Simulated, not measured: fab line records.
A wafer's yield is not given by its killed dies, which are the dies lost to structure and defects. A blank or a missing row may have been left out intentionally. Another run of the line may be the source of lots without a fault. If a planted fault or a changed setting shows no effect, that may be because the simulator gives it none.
fab line records | flow nand-harc
record lots=12 | wafers=36 | last-day=33
route steps=1302 shown P_M1@308 P_M2@325
lots untouched by any fault: they come from a run of this same line in which no faults occurred
start-h: hours from the record's opening day to when the first of the lot's shown wafers began | wait-h: hours from the lot's prior step to this one | " repeats the value in the row above | L1.1+2: a single row standing in for several wafers | - either no value or no given start | * or withheld: withheld | < > ~ a bound
route shown NAME@n: names a module that has steps shown in the file, with the first one's number in the route | usual: mean and standard deviation over wafers with no fault | same: alike in all rows | chamber/n: place in a boat | sites: the reading at each site | _std_site: how widely they spread, as a standard deviation | _edge_site: mean of outer sites minus mean of inner sites | radius-mm: for every site, how far away it sits from the centre of the wafer | mask NAME#n: copy n | behind: the tool/chamber that last shaped the wafer | hold: why the lot went on hold/how many hours it stayed there/how the hold came to an end | device: which transistor (n, p or np) failed to switch | end of line: the same wafers' tests at the end of the route | a step with no rows: only its recipe | killed: dies lost to structure and defects at the first sort, not the wafer's yield | map: a wafer's dies, x killed, . not, _ none there
set.NAME: the setting as run; set.NAME@STEP: as run at that earlier step | model.NAME: the simulator's own value behind a step, which no gauge read
the route's steps for a sample of lots (tables are steps, rows are wafers)
services: a tool's chamber out of use, with start hour (start-h, from the record's first day; less than 0 if before it), hours out, and reason
## steps
# step NHARC_P_M1_PVD_21
# recipe target-thk-a=300 | chamber-pressure-pa=5 | power-w=5000 | substrate-temp-c=30 | time-s=20.49 | material=Cu
# usual throttle-valve-pct=30.1/1.3
lot.wafer | tool           | chamber | start-h | wait-h | throttle-valve-pct
L780.4    | pvd-sputter-03 | -       | -       | -      | 31.6
L780.2    | "              | -       | "       | "      | 30.6
L780.3    | "              | -       | "       | "      | 29.7
L781.4    | pvd-sputter-02 | -       | -       | -      | 30.4
L781.1    | "              | -       | "       | "      | 32.1
L781.2    | "              | -       | "       | "      | 30.9
L782.3    | pvd-sputter-03 | -       | -       | -      | 30.9
L782.1    | "              | -       | "       | "      | 29.6
L782.5    | "              | -       | "       | "      | 31.3
L783.1    | pvd-sputter-01 | -       | -       | -      | 30.9
L783.3    | "              | -       | "       | "      | 30.7
L783.4    | "              | -       | "       | "      | 29.1
L785.4    | pvd-sputter-02 | -       | -       | -      | 30.6
L785.3    | "              | -       | "       | "      | 32.3
L785.6    | "              | -       | "       | "      | 30.3
L786.4    | pvd-sputter-01 | -       | -       | -      | 29.0
L786.2    | "              | -       | "       | "      | 29.5
L786.5    | "              | -       | "       | "      | 30.5
L787.1    | pvd-sputter-03 | -       | -       | -      | 26.8
L787.4    | "              | -       | "       | "      | 31.3
L787.3    | "              | -       | "       | "      | 30.8
L788.2    | pvd-sputter-01 | -       | -       | -      | 29.4
L788.1    | "              | -       | "       | "      | 28.8
L788.5    | "              | -       | "       | "      | 30.9
L790.4    | pvd-sputter-01 | -       | -       | -      | 29.5
L790.1    | "              | -       | "       | "      | 29.0
L790.3    | "              | -       | "       | "      | 30.5
L791.4    | pvd-sputter-02 | -       | -       | -      | 32.2
L791.6    | "              | -       | "       | "      | 31.0
L791.5    | "              | -       | "       | "      | 28.9
L792.2    | pvd-sputter-02 | -       | -       | -      | 28.9
L792.1    | "              | -       | "       | "      | 30.5
L792.4    | "              | -       | "       | "      | 32.3
L801.3    | pvd-sputter-03 | -       | -       | -      | 30.7
L801.1    | "              | -       | "       | "      | 31.0
L801.5    | "              | -       | "       | "      | 30.5
# step NHARC_P_M2_EXPOSE_06
# recipe na=1.35 | target-cd-nm=170 | dose-mj=80.78 | mask-id=P_M2
lot.wafer  | tool            | chamber | start-h | wait-h | mask
L780.2+3+4 | arfi-scanner-03 | 0       | 133.75  | -      | P_M2#0
L781.1+2+4 | arfi-scanner-03 | 0       | 142.23  | -      | P_M2#0
L782.1+3+5 | arfi-scanner-03 | 0       | 147.02  | -      | P_M2#0
L783.1+3+4 | arfi-scanner-01 | 0       | 158.35  | -      | P_M2#0
L785.3+4+6 | arfi-scanner-03 | 0       | 179.43  | -      | P_M2#0
L786.2+4+5 | arfi-scanner-02 | 0       | 187.71  | -      | P_M2#0
L787.1+3+4 | arfi-scanner-03 | 0       | 209.40  | -      | P_M2#0
L788.1+2+5 | arfi-scanner-02 | 0       | 214.04  | -      | P_M2#0
L790.1+3+4 | arfi-scanner-02 | 0       | 229.27  | -      | P_M2#0
L791.4+5+6 | arfi-scanner-02 | 0       | 240.82  | -      | P_M2#0
L792.1+2+4 | arfi-scanner-01 | 0       | 247.63  | -      | P_M2#0
L801.1+3+5 | arfi-scanner-01 | 0       | 335.28  | -      | P_M2#0
# step NHARC_P_M2_CD_MEAS_09
# recipe target-cd-nm=170 | landing-energy-ev=500
# usual cd-nm=170.0/0.75
lot.wafer | tool      | chamber | start-h | wait-h | cd-nm
L780.2    | cd-sem-03 | 0       | 133.89  | -      | 169.8
L780.3    | "         | 0       | "       | "      | 170.0
L780.4    | "         | 0       | "       | "      | 170.0
L781.1    | cd-sem-03 | 0       | 142.37  | -      | 170.1
L781.2    | "         | 0       | "       | "      | 169.5
L781.4    | "         | 0       | "       | "      | 169.7
L782.1    | cd-sem-03 | 0       | 147.16  | -      | 170.4
L782.3    | "         | 0       | "       | "      | 170.7
L782.5    | "         | 0       | "       | "      | 170.3
L783.1    | cd-sem-01 | 0       | 158.49  | -      | 170.5
L783.3    | "         | 0       | "       | "      | 170.4
L783.4    | "         | 0       | "       | "      | 169.4
L785.3    | cd-sem-03 | 0       | 179.57  | -      | 169.6
L785.4    | "         | 0       | "       | "      | 169.8
L785.6    | "         | 0       | "       | "      | 170.4
L786.2    | cd-sem-03 | 0       | 187.85  | -      | 171.0
L786.4    | "         | 0       | "       | "      | 169.6
L786.5    | "         | 0       | "       | "      | 171.2
L787.1    | cd-sem-01 | 0       | 209.54  | -      | 170.8
L787.3    | "         | 0       | "       | "      | 170.7
L787.4    | "         | 0       | "       | "      | 169.6
L788.1    | cd-sem-02 | 0       | 214.18  | -      | 171.6
L788.2    | "         | 0       | "       | "      | 171.8
L788.5    | "         | 0       | "       | "      | 171.1
L790.1    | cd-sem-03 | 0       | 229.41  | -      | 169.8
L790.3    | "         | 0       | "       | "      | 169.8
L790.4    | "         | 0       | "       | "      | 169.1
L791.4    | cd-sem-01 | 0       | 240.96  | -      | 169.1
L791.5    | "         | 0       | "       | "      | 170.0
L791.6    | "         | 0       | "       | "      | 169.7
L792.1    | cd-sem-03 | 0       | 247.77  | -      | 169.9
L792.2    | "         | 0       | "       | "      | 169.2
L792.4    | "         | 0       | "       | "      | 169.5
L801.1    | cd-sem-03 | 0       | 335.42  | -      | 171.9
L801.3    | "         | 0       | "       | "      | 172.7
L801.5    | "         | 0       | "       | "      | 169.7
# step NHARC_P_M2_PVD_21
# recipe target-thk-a=300 | chamber-pressure-pa=5 | power-w=5000 | substrate-temp-c=30 | time-s=20.49 | material=Cu
# usual throttle-valve-pct=30.2/1.3
lot.wafer | tool           | chamber | start-h | wait-h | throttle-valve-pct
L780.3    | pvd-sputter-03 | -       | -       | -      | 29.6
L780.2    | "              | -       | "       | "      | 27.6
L780.4    | "              | -       | "       | "      | 31.5
L781.2    | pvd-sputter-01 | -       | 143.97  | 0.1    | 30.7
L781.4    | "              | -       | "       | "      | 29.4
L781.1    | "              | -       | "       | "      | 28.9
L782.1    | pvd-sputter-03 | -       | -       | -      | 30.9
L782.3    | "              | -       | "       | "      | 28.1
L782.5    | "              | -       | "       | "      | 31.5
L783.4    | pvd-sputter-03 | -       | -       | -      | 27.7
L783.3    | "              | -       | "       | "      | 31.5
L783.1    | "              | -       | "       | "      | 31.1
L785.4    | pvd-sputter-01 | -       | -       | -      | 30.6
L785.3    | "              | -       | "       | "      | 28.9
L785.6    | "              | -       | "       | "      | 30.6
L786.4    | pvd-sputter-03 | -       | -       | -      | 30.4
L786.2    | "              | -       | "       | "      | 31.7
L786.5    | "              | -       | "       | "      | 31.2
L787.1    | pvd-sputter-03 | -       | -       | -      | 30.9
L787.4    | "              | -       | "       | "      | 31.4
L787.3    | "              | -       | "       | "      | 31.1
L788.1    | pvd-sputter-02 | -       | -       | -      | 30.3
L788.2    | "              | -       | "       | "      | 30.9
L788.5    | "              | -       | "       | "      | 30.7
L790.1    | pvd-sputter-03 | -       | -       | -      | 31.6
L790.4    | "              | -       | "       | "      | 31.0
L790.3    | "              | -       | "       | "      | 30.8
L791.4    | pvd-sputter-02 | -       | -       | -      | 30.9
L791.6    | "              | -       | "       | "      | 31.0
L791.5    | "              | -       | "       | "      | 28.9
L792.2    | pvd-sputter-01 | -       | -       | -      | 29.1
L792.4    | "              | -       | "       | "      | 31.4
L792.1    | "              | -       | "       | "      | 30.2
L801.3    | pvd-sputter-02 | -       | -       | -      | 29.5
L801.1    | "              | -       | "       | "      | 30.0
L801.5    | "              | -       | "       | "      | 29.1
# step NHARC_P_M2_THK_MEAS_24
# recipe thk-meas-gauge=xrf
# usual thk-nm=144.1/1.8
lot.wafer | tool          | chamber | start-h | wait-h | thk-nm
L780.2    | film-metro-01 | -       | 136.49  | -      | 140.2
L780.3    | "             | -       | "       | "      | 145.6
L780.4    | "             | -       | "       | "      | 146.0
L781.1    | film-metro-02 | -       | 145.21  | -      | 142.3
L781.2    | "             | -       | "       | "      | 142.3
L781.4    | "             | -       | "       | "      | 140.4
L782.1    | film-metro-01 | -       | 149.77  | -      | 144.1
L782.3    | "             | -       | "       | "      | 143.1
L782.5    | "             | -       | "       | "      | 144.1
L783.1    | film-metro-01 | -       | 161.25  | -      | 145.0
L783.3    | "             | -       | "       | "      | 143.9
L783.4    | "             | -       | "       | "      | 144.2
L785.3    | film-metro-02 | -       | 182.22  | -      | 143.3
L785.4    | "             | -       | "       | "      | 145.4
L785.6    | "             | -       | "       | "      | 143.1
L786.2    | film-metro-01 | -       | 190.46  | -      | 139.1
L786.4    | "             | -       | "       | "      | 141.9
L786.5    | "             | -       | "       | "      | 143.4
L787.1    | film-metro-01 | -       | 212.15  | -      | 141.0
L787.3    | "             | -       | "       | "      | 146.2
L787.4    | "             | -       | "       | "      | 144.8
L788.1    | film-metro-01 | -       | 216.78  | -      | 141.8
L788.2    | "             | -       | "       | "      | 145.9
L788.5    | "             | -       | "       | "      | 145.0
L790.1    | film-metro-01 | -       | 232.07  | -      | 146.2
L790.3    | "             | -       | "       | "      | 141.1
L790.4    | "             | -       | "       | "      | 145.5
L791.4    | film-metro-02 | -       | 243.56  | -      | 143.2
L791.5    | "             | -       | "       | "      | 144.4
L791.6    | "             | -       | "       | "      | 142.2
L792.1    | film-metro-02 | -       | 250.40  | -      | 144.2
L792.2    | "             | -       | "       | "      | 144.0
L792.4    | "             | -       | "       | "      | 144.7
L801.1    | film-metro-01 | -       | 338.44  | -      | 141.7
L801.3    | "             | -       | "       | "      | 141.7
L801.5    | "             | -       | "       | "      | 144.3
## services
tool            | chamber | start-h | hours | kind
arfi-scanner-03 | -       | 111.17  | 8.9   | repair
arfi-scanner-01 | -       | 132.99  | 20.4  | repair
arfi-scanner-02 | -       | 140.00  | 4.0   | pm
pvd-sputter-01  | -       | 146.60  | 1.0   | repair
pvd-sputter-03  | -       | 162.79  | 2.1   | repair
pvd-sputter-03  | -       | 170.05  | 10.0  | pm
arfi-scanner-01 | -       | 183.87  | 4.2   | repair
arfi-scanner-03 | -       | 196.00  | 4.0   | pm
pvd-sputter-02  | -       | 202.78  | 7.2   | repair
arfi-scanner-01 | -       | 210.08  | 0.2   | repair
pvd-sputter-01  | -       | 226.97  | 10.0  | pm
arfi-scanner-03 | -       | 244.73  | 1.3   | repair
arfi-scanner-01 | -       | 257.94  | 4.0   | pm
pvd-sputter-02  | -       | 263.39  | 3.7   | repair
pvd-sputter-02  | -       | 282.00  | 10.0  | pm
pvd-sputter-01  | -       | 286.13  | 1.0   | repair
pvd-sputter-02  | -       | 311.47  | 1.1   | repair
arfi-scanner-02 | -       | 312.00  | 4.0   | pm
arfi-scanner-03 | -       | 312.58  | 1.9   | repair
pvd-sputter-03  | -       | 318.51  | 4.7   | repair
## key
first-sign step=NHARC_P_M2_CD_MEAS_09 | reading=cd-nm | direction=up | sigmas=3 | usual=170.0 | struck=172.3
effect none on later readings
met-at NHARC_P_M2_EXPOSE_06
struck-lots L801
struck-wafers L801.1,L801.3
not-acting-at NHARC_P_M1_PVD_21,NHARC_P_M2_PVD_21,NHARC_P_M2_THK_MEAS_24
onset-between 247.63 335.28
fault kind=process-parameter-drift | tool=arfi-scanner-01 | chamber=- | onset-h=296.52 | steps=NHARC_P_M2_EXPOSE_06 | channel=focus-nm | offset=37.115 | shape=step | end-h=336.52 | scope=struck-wafers-only
